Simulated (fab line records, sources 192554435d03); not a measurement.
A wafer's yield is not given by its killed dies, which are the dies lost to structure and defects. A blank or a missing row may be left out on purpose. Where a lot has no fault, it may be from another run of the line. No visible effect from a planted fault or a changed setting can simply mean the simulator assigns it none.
What tool caused it? + flow n5_finfet + 9 lots, 23 wafers sampled, at 7 steps of a route of 1938

== WHAT THE GAUGES SHOWED, per wafer ==
N5_BEOL_M0_SAQP_THK_MEAS_05.
| lot  | measured     | on            | thk_nm (nm)    |
|------|--------------|---------------|----------------|
| L989 | day 6 10:03  | film_metro-02 | 59.2 59.2 59.4 |
| L998 | day 8 07:44  | film_metro-02 | 58.7 59.8 59.4 |
| L100 | day 8 15:26  | film_metro-01 | 58.7 60.9 60.1 |
| L101 | day 8 23:03  | film_metro-02 | 58.9 59.6 58.2 |
| L103 | day 9 04:11  | film_metro-01 | 60.2 61.1 60.6 |
| L104 | day 9 09:52  | film_metro-01 | 59.7 59.6      |
| L108 | day 10 17:27 | film_metro-01 | 59.5 36.2      |
| L109 | day 10 22:01 | film_metro-01 | 58.7 35.5      |
| L110 | day 11 15:04 | film_metro-02 | 35.6 60.0      |

N5_BEOL_M4_RC_MEAS_101.
| lot  | measured     | on        | DIBL_N (mV/V)  | DIBL_P (mV/V)  | IOFF_N (nA/um) | IOFF_P (nA/um) | ION_N (uA/um) | ION_P (uA/um) | SS_N (mV/dec)  | SS_P (mV/dec)  | VT_N (mV)   | VT_P (mV)      |
|------|--------------|-----------|----------------|----------------|----------------|----------------|---------------|---------------|----------------|----------------|-------------|----------------|
| L989 | day 8 21:14  | prober-01 | 33.9 32.7 35.4 | 33.3 31.5 35.5 | 0.14 0.12 0.15 | 0.19 0.17 0.21 | 673 665 683   | 461 459 467   | 71.0 70.9 70.4 | 73.1 72.2 72.8 | 248 252 249 | -250 -253 -249 |
| L998 | day 11 11:17 | prober-02 | 36.8 38.4 36.1 | 38.0 40.1 37.2 | 0.16 0.21 0.16 | 0.26 0.29 0.24 | 673 687 685   | 465 475 473   | 72.1 72.0 70.6 | 73.9 74.0 72.9 | 251 247 247 | -247 -244 -249 |
| L100 | day 11 11:38 | prober-01 | 35.9 36.5 36.0 | 35.8 36.3 35.3 | 0.15 0.14 0.14 | 0.22 0.21 0.21 | 681 679 677   | 470 469 469   | 71.1 71.9 71.3 | 73.0 73.3 73.0 | 249 252 253 | -252 -250 -247 |
| L101 | day 11 16:52 | prober-02 | 35.0 35.4 37.5 | 34.6 34.7 37.4 | 0.13 0.14 0.17 | 0.23 0.22 0.26 | 676 680 680   | 477 474 472   | 70.9 70.7 71.7 | 72.0 72.6 73.8 | 248 250 249 | -246 -246 -244 |
| L103 | day 11 19:26 | prober-01 | 33.6 35.7 35.5 | 34.0 35.9 35.8 | 0.16 0.18 0.18 | 0.19 0.20 0.21 | 687 697 695   | 461 464 463   | 71.4 71.6 71.7 | 73.0 73.0 73.6 | 249 247 246 | -254 -250 -250 |
| L104 | day 12 07:04 | prober-02 | 38.0 36.3      | 38.0 36.3      | 0.19 0.15      | 0.21 0.19      | 692 671       | 463 458       | 71.9 71.0      | 74.0 74.1      | 247 254     | -252 -255      |
| L108 | day 13 18:41 | prober-02 | 36.4 37.2      | 37.7 38.2      | 0.16 0.18      | 0.22 0.23      | 681 680       | 469 464       | 71.8 71.8      | 73.6 74.4      | 249 249     | -251 -252      |
| L109 | day 14 01:46 | prober-01 | 37.9 37.8      | 36.6 37.1      | 0.17 0.19      | 0.21 0.22      | 691 703       | 463 470       | 71.6 71.1      | 73.4 73.7      | 248 245     | -250 -249      |
| L110 | day 14 09:10 | prober-02 | 34.0 40.8      | 35.8 43.6      | 0.13 0.28      | 0.17 0.32      | 665 701       | 456 481       | 70.7 72.3      | 72.6 74.5      | 254 241     | -252 -247      |

== EACH LOT AND THE TOOL THAT RAN IT (in order: tool; ch and the chambers of the sampled wafers; start) ==
| lot  | N5_MOL_CONTACT_COAG_VIA_ETCH_117  | N5_MOL_CONTACT_COAG_ETCH_124      | N5_BEOL_M0_SAQP_PECVD_04       | N5_BEOL_M0_SAQP_DESCUM_19         | N5_BEOL_M0_SAQP_MANDREL_ETCH_20 |
|------|-----------------------------------|-----------------------------------|--------------------------------|-----------------------------------|---------------------------------|
| L989 | rie_diel-01 ch 3, day 5 07:39     | rie_diel-01 ch 3, day 5 07:42     | pecvd-01 ch 0,2, day 6 09:58   | rie_diel-03 ch 1,3, day 6 10:58   | rie_si-01 ch 0,2,3, day 6 11:14 |
| L998 | rie_diel-06 ch 0,2, day 8 02:19   | rie_diel-06 ch 0,2, day 8 02:20   | pecvd-04 ch 1,2, day 8 07:38   | rie_diel-04 ch 0,1, day 8 08:40   | rie_si-01 ch 0,1,2, day 8 08:57 |
| L100 | rie_diel-06 ch 1,2, day 8 06:58   | rie_diel-06 ch 1,2, day 8 06:59   | pecvd-04 ch 0,2, day 8 15:19   | rie_diel-02 ch 2,3, day 8 16:07   | rie_si-02 ch 0,1,2, day 8 16:23 |
| L101 | rie_diel-05 ch 1,2,3, day 8 14:05 | rie_diel-05 ch 1,2,3, day 8 14:07 | pecvd-01 ch 0,1,2, day 8 22:58 | rie_diel-02 ch 1,2,3, day 8 23:31 | rie_si-02 ch 0,1,2, day 8 23:48 |
| L103 | rie_diel-06 ch 0,3, day 8 22:29   | rie_diel-06 ch 0,3, day 8 22:31   | pecvd-03 ch 0,1,2, day 9 04:06 | rie_diel-03 ch 0,3, day 9 04:37   | rie_si-01 ch 1,2, day 9 04:54   |
| L104 | rie_diel-01 ch 1,3, day 9 04:11   | rie_diel-01 ch 1,3, day 9 04:13   | pecvd-04 ch 0,2, day 9 09:46   | rie_diel-03 ch 1,2, day 9 10:19   | rie_si-04 ch 1,2, day 9 10:35   |
| L108 | rie_diel-05 ch 1,3, day 10 12:25  | rie_diel-05 ch 1,3, day 10 12:26  | pecvd-04 ch 0,2, day 10 17:21  | rie_diel-03 ch 1,2, day 10 18:23  | rie_si-02 ch 0,2, day 10 18:40  |
| L109 | rie_diel-06 ch 0,2, day 10 16:25  | rie_diel-06 ch 0,2, day 10 16:26  | pecvd-04 ch 2, day 10 21:55    | rie_diel-02 ch 2, day 10 22:35    | rie_si-01 ch 1, day 10 22:52    |
| L110 | rie_diel-01 ch 2,3, day 11 03:56  | rie_diel-01 ch 2,3, day 11 03:58  | pecvd-04 ch 1,2, day 11 14:58  | rie_diel-03 ch 2,3, day 11 16:09  | rie_si-01 ch 0,3, day 11 16:25  |
- N5_MOL_CONTACT_COAG_VIA_ETCH_117: etches SiO2 in C4F6/O2, target depth 40 nm, overetch 8 nm, time 26 s.
- N5_MOL_CONTACT_COAG_ETCH_124: etches SiNx in CH3F/O2, stops on SiOC, target depth 6.5 nm.
- N5_BEOL_M0_SAQP_PECVD_04: deposits a-Si from SiH4/He, target thk 60 nm, time 60.2 s.
- N5_BEOL_M0_SAQP_DESCUM_19: chemistry O2, time 7.9 s.
- N5_BEOL_M0_SAQP_MANDREL_ETCH_20: etches a-Si in HBr/Cl2, stops on SiNx, target depth 60 nm, bt time 10 s, time 30 s.

== WHAT THE TOOLS THEMSELVES READ (means of the sampled wafers that have a number; where no wafer has one, the mark that the record gives instead) ==
N5_MOL_CONTACT_COAG_VIA_ETCH_117.
| lot  | tool        | drypump_motor_current_A (A) | oes_ar_750_au (a.u.) | oes_o_777_au (a.u.) | oes_product_au (a.u.) | rf_vpp_V (V) | showerhead_plenum_p_Torr (Torr) | throttle_valve_pct (%) |
|------|-------------|-----------------------------|----------------------|---------------------|-----------------------|--------------|---------------------------------|------------------------|
| L989 | rie_diel-01 | 5.6                         | 0.70                 | 0.70                | 0.63                  | 1604         | 2.94                            | 41.2                   |
| L998 | rie_diel-06 | 5.3                         | 0.82                 | 0.83                | 0.73                  | 1600         | 2.93                            | 40.9                   |
| L100 | rie_diel-06 | 5.6                         | 0.81                 | 0.81                | 0.73                  | 1594         | 2.88                            | 40.9                   |
| L101 | rie_diel-05 | 6.0                         | 0.82                 | 0.82                | 0.72                  | 1600         | 2.81                            | 41.1                   |
| L103 | rie_diel-06 | 5.3                         | 0.83                 | 0.83                | 0.73                  | 1594         | 2.86                            | 41.6                   |
| L104 | rie_diel-01 | 5.8                         | 0.76                 | 0.76                | 0.67                  | 1591         | 2.90                            | 41.5                   |
| L108 | rie_diel-05 | 6.1                         | 0.89                 | 0.88                | 0.80                  | 1595         | 2.82                            | 41.2                   |
| L109 | rie_diel-06 | 5.3                         | 0.78                 | 0.78                | 0.71                  | 1594         | 2.89                            | 41.0                   |
| L110 | rie_diel-01 | 5.2                         | 0.78                 | 0.80                | 0.70                  | 1617         | 2.90                            | 41.1                   |

N5_MOL_CONTACT_COAG_ETCH_124.
| lot  | tool        | drypump_motor_current_A (A) | oes_ar_750_au (a.u.) | oes_o_777_au (a.u.) | oes_product_au (a.u.) | rf_vpp_V (V) | showerhead_plenum_p_Torr (Torr) | throttle_valve_pct (%) |
|------|-------------|-----------------------------|----------------------|---------------------|-----------------------|--------------|---------------------------------|------------------------|
| L989 | rie_diel-01 | 5.6                         | 0.70                 | 0.69                | 0.61                  | 302          | 2.07                            | 16.52                  |
| L998 | rie_diel-06 | 5.3                         | 0.82                 | 0.82                | 0.70                  | 300          | 2.06                            | 16.17                  |
| L100 | rie_diel-06 | 5.6                         | 0.81                 | 0.80                | 0.70                  | 299          | 2.03                            | 16.16                  |
| L101 | rie_diel-05 | 6.0                         | 0.81                 | 0.82                | 0.70                  | 300          | 1.97                            | 16.37                  |
| L103 | rie_diel-06 | 5.2                         | 0.82                 | 0.83                | 0.70                  | 299          | 2.01                            | 16.37                  |
| L104 | rie_diel-01 | 5.8                         | 0.76                 | 0.76                | 0.64                  | 298          | 2.04                            | 16.48                  |
| L108 | rie_diel-05 | 6.0                         | 0.89                 | 0.88                | 0.76                  | 300          | 1.99                            | 16.21                  |
| L109 | rie_diel-06 | 5.3                         | 0.78                 | 0.78                | 0.67                  | 298          | 2.04                            | 16.29                  |
| L110 | rie_diel-01 | 5.2                         | 0.78                 | 0.79                | 0.67                  | 304          | 2.04                            | 16.34                  |

N5_BEOL_M0_SAQP_PECVD_04.
| lot  | tool     | heater_power_w (W) | showerhead_plenum_p_Torr (Torr) | susceptor_temp_C (C) | throttle_valve_pct (%) |
|------|----------|--------------------|---------------------------------|----------------------|------------------------|
| L989 | pecvd-01 | 691                | 5.63                            | 349.84               | 18.0                   |
| L998 | pecvd-04 | 589                | 5.72                            | 350.09               | 17.3                   |
| L100 | pecvd-04 | 620                | 5.69                            | 349.66               | 16.8                   |
| L101 | pecvd-01 | 641                | 5.61                            | 349.91               | 18.5                   |
| L103 | pecvd-03 | 611                | 5.70                            | 349.80               | 18.3                   |
| L104 | pecvd-04 | 628                | 5.67                            | 350.01               | 17.5                   |
| L108 | pecvd-04 | 639                | 5.68                            | 350.03               | 17.5                   |
| L109 | pecvd-04 | 574                | 5.70                            | 350.21               | 16.2                   |
| L110 | pecvd-04 | 560                | 5.72                            | 349.92               | 17.2                   |

N5_BEOL_M0_SAQP_DESCUM_19.
| lot  | tool        | drypump_motor_current_A (A) | oes_product_au (a.u.) | rf_vpp_V (V) | showerhead_plenum_p_Torr (Torr) | temp_c (C) | throttle_valve_pct (%) |
|------|-------------|-----------------------------|-----------------------|--------------|---------------------------------|------------|------------------------|
| L989 | rie_diel-03 | 6.1                         | 0.79                  | 245.0        | 2.18                            | 39.99      | 20.50                  |
| L998 | rie_diel-04 | 6.3                         | 0.79                  | 241.4        | 1.99                            | 40.03      | 20.43                  |
| L100 | rie_diel-02 | 5.6                         | 0.71                  | 242.7        | 2.08                            | 39.98      | 20.42                  |
| L101 | rie_diel-02 | 5.5                         | 0.78                  | 242.6        | 2.07                            | 39.97      | 20.28                  |
| L103 | rie_diel-03 | 6.0                         | 0.77                  | 244.2        | 2.16                            | 40.05      | 20.64                  |
| L104 | rie_diel-03 | 5.8                         | 0.89                  | 243.6        | 2.13                            | 40.03      | 20.33                  |
| L108 | rie_diel-03 | 5.8                         | 0.88                  | 244.1        | 2.12                            | 39.98      | 20.34                  |
| L109 | rie_diel-02 | 5.8                         | 0.67                  | 243.1        | 2.04                            | 39.94      | 20.25                  |
| L110 | rie_diel-03 | 6.0                         | 0.80                  | 244.2        | 2.15                            | 39.92      | 20.45                  |

N5_BEOL_M0_SAQP_MANDREL_ETCH_20.
| lot  | tool      | drypump_motor_current_A (A) | oes_product_au (a.u.) | throttle_valve_pct (%) |
|------|-----------|-----------------------------|-----------------------|------------------------|
| L989 | rie_si-01 | 6.0                         | 0.759                 | 35.8                   |
| L998 | rie_si-01 | 5.6                         | 0.773                 | 35.4                   |
| L100 | rie_si-02 | 5.8                         | 0.776                 | 35.1                   |
| L101 | rie_si-02 | 5.8                         | 0.764                 | 35.1                   |
| L103 | rie_si-01 | 5.9                         | 0.787                 | 35.3                   |
| L104 | rie_si-04 | 6.2                         | 0.762                 | 35.5                   |
| L108 | rie_si-02 | 5.6                         | 0.684                 | 35.4                   |
| L109 | rie_si-01 | 5.3                         | 0.680                 | 35.5                   |
| L110 | rie_si-01 | 6.0                         | 0.675                 | 36.0                   |

== THE ANSWER, worked out from the rows above alone ==
Rule: usual is defined by the lots themselves. The widest of any qualifying gaps counts: lots, ordered by their means at a reading, are off when they make up no more than a third of the lots, leave a main group of 4 or more, and stand apart from it by 3 or more times the standard deviation of that group's means. A main group is skipped when, at the precision printed for the reading in the tables above, its means are all equal. A lot without any number at a reading at which 4 lots or more have one is off too. Where the step has rows for the other lots, those lots are counted as sound. Order of review: gauges by route order, followed by the tools' own readings, for which a lot's mean as printed above is used. The first step at which some lot is off is used, and at that step the reading that is off furthest; a lot without a number counts as furthest.
Off: L108, L109, L110, at N5_BEOL_M0_SAQP_THK_MEAS_05 (thk_nm). The main group has a mean of 59.6 nm with a standard deviation of 0.56.
If a tool, at a process step before that reading, ran all the lots that are off and no sound lot after the first of them, it fits. Not tried: the gauges at N5_BEOL_M0_SAQP_THK_MEAS_05; whatever is off there is also off at N5_BEOL_M0_SAQP_MANDREL_ETCH_20, on other tools, and gauge error can't account for it. One candidate fits, namely pecvd-04 at N5_BEOL_M0_SAQP_PECVD_04. Its last sound lot is L104 (day 9 09:46), its first lot that is off L108 (day 10 17:21): a fault that began between those two fits.

== WHAT THE SIMULATOR HAD INSERTED ==
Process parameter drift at N5_BEOL_M0_SAQP_PECVD_04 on pecvd-04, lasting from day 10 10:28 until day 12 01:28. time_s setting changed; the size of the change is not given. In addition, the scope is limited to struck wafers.
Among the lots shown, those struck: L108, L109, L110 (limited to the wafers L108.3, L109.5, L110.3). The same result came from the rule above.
